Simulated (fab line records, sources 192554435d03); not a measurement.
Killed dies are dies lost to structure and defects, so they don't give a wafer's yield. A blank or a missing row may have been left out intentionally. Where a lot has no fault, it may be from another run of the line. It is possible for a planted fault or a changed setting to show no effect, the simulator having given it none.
Split-lot study | flow n5_finfet | route with 1938 steps; 7 lots, 21 wafers read

== ABOUT THE SPLIT ==
At N5_PASSIVATION_PECVD_35 (deposits SiNx from SiH4/NH3/N2, target thk 700 nm, time 151.3 s), the setting time_s was moved away from the recipe's 151.3 s on 6 of the 21 wafers read, by -11.3% to +8.1%. For the rest of the wafers, this setting stayed at what the recipe calls for.

Reading taken at the split's own step.

== THE READING ==
SiNx_of_PASSIVATION_PECVD_35.thk_nm (the simulator's own value, which no gauge read), in nm, at N5_PASSIVATION_PECVD_35 (deposits SiNx from SiH4/NH3/N2, target thk 700 nm, time 151.3 s). No usual value for it is given in the file. Across the 15 wafers here that went through the recipe, the average is 693.5 nm and the standard deviation 8.7 nm.

wafer  | tool, chamber at the split | time_s as run, s | against the recipe | SiNx_of_PASSIVATION_PECVD_35.thk_nm, nm | against lot-mates on the recipe
L075.1 | pecvd-01, 1                | 151.3            | recipe             | 685.6                                   | -
L075.3 | pecvd-01, 0                | 151.3            | recipe             | 690.6                                   | -
L075.4 | pecvd-01, 0                | 151.3            | recipe             | 695.2                                   | -
L074.1 | pecvd-01, 1                | 151.3            | recipe             | 677.4                                   | -
L074.2 | pecvd-01, 2                | 151.3            | recipe             | 687.8                                   | -
L074.6 | pecvd-01, 2                | 162.9            | +7.7%              | 751.8                                   | +69.2
L084.1 | pecvd-02, 1,2              | 151.3            | recipe             | 689.4                                   | -
L084.3 | pecvd-02, 1,2              | 151.3            | recipe             | 689.4                                   | -
L084.5 | pecvd-02, 0                | 151.3            | recipe             | 707.6                                   | -
L088.1 | pecvd-02, 0                | 134.2            | -11.3%             | 623.8                                   | -85.0
L088.2 | pecvd-02, 2                | 151.3            | recipe             | 708.8                                   | -
L088.5 | pecvd-02, 1                | 134.2            | -11.3%             | 632.8                                   | -76.0
L091.1 | pecvd-04, 0                | 135.1            | -10.7%             | 610.4                                   | -81.6
L091.4 | pecvd-04, 0                | 135.1            | -10.7%             | 620.4                                   | -71.6
L091.6 | pecvd-04, 0                | 151.3            | recipe             | 692                                     | -
L089.1 | pecvd-04, 2                | 151.3            | recipe             | 698.6                                   | -
L089.2 | pecvd-04, 1                | 151.3            | recipe             | 683                                     | -
L089.6 | pecvd-04, 0                | 163.5            | +8.1%              | 766                                     | +75.2
L095.1 | pecvd-02, 0                | 151.3            | recipe             | 699.6                                   | -
L095.3 | pecvd-02, 1                | 151.3            | recipe             | 692.6                                   | -
L095.5 | pecvd-02, 1                | 151.3            | recipe             | 704.2                                   | -
Where a row lists several chambers, the file gives one row for several wafers and doesn't say which wafer went through which chamber.

THE FIT
A straight line over all 21 wafers: SiNx_of_PASSIVATION_PECVD_35.thk_nm changes by +6.95 nm for each +1% of time_s; r = +0.97; the points scatter about the line by 9.8 nm.
The same after taking each lot's own level away (the mean of its wafers on the recipe; 21 wafers): +7.66 nm for each +1%; r = +0.99; scatter 7 nm.
On that fit, the largest move of time_s shifts the reading by 87 nm.
The span of the lots' own levels, 682.60 to 708.80 nm, comes to 3.0 times the standard deviation stated above.
Hence the lot-to-lot level has little effect on the slope; both slopes agree.
Check: for one of the wafers moved furthest among these (-11.3%), held out of the fit, the line's prediction against its lot-mates is -84.1 nm. Against them it came out at -85 nm.

== OTHER SPLITS ON THESE WAFERS ==
These wafers also went through other splits before the reading. Each is held against what the fit with the lots' levels taken away leaves over:
other split on the same wafers            | wafers away from the commonest value | r with SiNx_of_PASSIVATION_PECVD_35.thk_nm (lot level and that fit taken away)
N5_BEOL_M14_EXPOSE_25 dose_mj             | 7                                    | +0.17
N5_MIM_BOT_SPUTTER_00 chamber_pressure_pa | 12                                   | -0.07
N5_MIM_TOP_ALD_01 ald_cycles              | 8                                    | -0.14
N5_MIM_TOP_LITHO_EXPOSE_05 dose_mj        | 6                                    | +0.10
N5_MIM_TOP_LITHO_PEB_06 peb_time_s        | as run: not given for these wafers   | -

== THE FILE'S OWN FIT ==
SiNx_of_PASSIVATION_PECVD_35.thk_nm changes by +7.83 nm for each +1% of time_s, r = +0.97.
